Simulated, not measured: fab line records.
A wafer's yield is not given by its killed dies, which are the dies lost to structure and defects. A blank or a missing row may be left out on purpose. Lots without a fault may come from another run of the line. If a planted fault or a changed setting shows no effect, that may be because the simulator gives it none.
3 desks, one fault + flow n5_finfet + numbers are kept per desk, each desk with only its own; the story behind them comes last

## THE DEFECT DESK
What the inspections along the route counted, lot by lot: means of the sampled wafers that have a number. If a lot's mean is further than 4 standard deviations from the usual mean, the lot is out of limits and carries the mark OUT (the distance appears in the brackets).
Columns: A = raw_defect_count at N5_FIN_CUT_INSPECT_17, usual 226
| lot  | first seen here | A              |
|------|-----------------|----------------|
| L436 | day 2 03:32     | 227            |
| L439 | day 2 22:09     | 270            |
| L443 | day 3 21:16     | 267            |
| L445 | day 4 11:33     | 273            |
| L449 | day 5 09:50     | 184            |
| L454 | day 6 15:49     | 734 (+8.9) OUT |
| L457 | day 7 10:08     | 813 (+10) OUT  |
| L459 | day 7 21:48     | 278            |
This desk finds L454, L457 out of limits, L454 being first, at day 6 15:49 (raw_defect_count at N5_FIN_CUT_INSPECT_17). In limits: L436, L439, L443, L445, L449, L459.

## TOOL OWNER'S DESK, rie_si-04
The tool's own readings at N5_FIN_CUT_CUT_ETCH_28 (etches Si in HBr/Cl2/O2, target depth 6 nm, time 2.4 s): means of the sampled wafers that have a number, for each lot that ran on this tool. If a lot's mean is further than 4 standard deviations from the usual mean, the lot is out of limits and carries the mark OUT (the distance appears in the brackets).
Columns: A = O2_flow_sccm at N5_FIN_CUT_CUT_ETCH_28, usual 12.00 sccm; B = drypump_motor_current_A at N5_FIN_CUT_CUT_ETCH_28, usual 6.1 A; C = oes_product_au at N5_FIN_CUT_CUT_ETCH_28, usual 1.000 a.u.; D = throttle_valve_pct at N5_FIN_CUT_CUT_ETCH_28, usual 37.0 %
| lot  | first seen here | A     | B   | C     | D    |
|------|-----------------|-------|-----|-------|------|
| L436 | day 2 03:17     | 11.99 | 6.3 | 0.992 | 37.2 |
| L439 | day 2 21:55     | 11.99 | 6.1 | 1.003 | 37.1 |
| L443 | day 3 21:02     | 12.01 | 5.8 | 1.013 | 37.1 |
| L445 | day 4 11:02     | 12.00 | 6.0 | 1.005 | 37.2 |
| L454 | day 6 15:31     | 12.01 | 6.0 | 1.005 | 37.2 |
| L457 | day 7 09:53     | 12.01 | 5.9 | 1.010 | 37.2 |
This desk's finding: nothing out of limits on any of the 6 lots.

## FROM THE METROLOGY DESK
What the gauges read for every lot (on any tool): the sampled wafers with a number, averaged. If a lot's mean is further than 4 standard deviations from the usual mean, the lot is out of limits and carries the mark OUT (the distance appears in the brackets). It has 10 readings; the 7 that lie furthest out on some lot are the ones shown.
Columns: A = DIBL_N at N5_BEOL_M4_RC_MEAS_101, usual 36.3 mV/V; B = DIBL_P at N5_BEOL_M4_RC_MEAS_101, usual 36.5 mV/V; C = IOFF_N at N5_BEOL_M4_RC_MEAS_101, usual 0.16 nA/um; D = ION_N at N5_BEOL_M4_RC_MEAS_101, usual 675 uA/um; E = SS_N at N5_BEOL_M4_RC_MEAS_101, usual 71.6 mV/dec; F = SS_P at N5_BEOL_M4_RC_MEAS_101, usual 73.3 mV/dec; G = VT_N at N5_BEOL_M4_RC_MEAS_101, usual 249 mV
| lot  | first seen here | A    | B    | C    | D   | E    | F    | G   |
|------|-----------------|------|------|------|-----|------|------|-----|
| L436 | day 7 15:28     | 35.2 | 36.2 | 0.15 | 676 | 71.5 | 73.6 | 252 |
| L439 | day 8 13:29     | 35.1 | 35.3 | 0.13 | 680 | 71.2 | 73.1 | 253 |
| L443 | day 9 06:10     | 34.0 | 33.3 | 0.11 | 663 | 70.6 | 71.8 | 254 |
| L445 | day 10 07:46    | 35.8 | 36.9 | 0.13 | 659 | 70.6 | 73.5 | 252 |
| L449 | day 11 10:59    | 38.0 | 37.3 | 0.19 | 671 | 71.9 | 74.0 | 249 |
| L454 | day 12 06:17    | 37.7 | 38.8 | 0.23 | 691 | 72.2 | 73.5 | 242 |
| L457 | day 13 03:38    | 38.6 | 39.2 | 0.24 | 700 | 72.6 | 74.2 | 243 |
| L459 | day 13 10:06    | 35.4 | 36.6 | 0.16 | 675 | 71.7 | 73.7 | 249 |
This desk's finding: nothing out of limits on any of the 8 lots.

## TAKEN TOGETHER
The defect desk could have raised an alarm at day 6 15:49, on L454, L457.
The tool owner's desk saw nothing out of limits.
At the metrology desk, nothing out of limits was observed.
On record at the tool owner's desk: L454, L457, within its limits.
The metrology desk holds a record of L454, L457, inside its limits.
On rie_si-04, each named lot ran N5_FIN_CUT_CUT_ETCH_28.

## WHAT WAS PUT IN BY THE SIMULATOR
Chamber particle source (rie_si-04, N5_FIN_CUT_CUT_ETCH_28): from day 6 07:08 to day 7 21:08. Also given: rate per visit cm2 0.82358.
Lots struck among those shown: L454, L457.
Hours from the fault's start to each desk's first reading out of limits: the defect desk, 9.
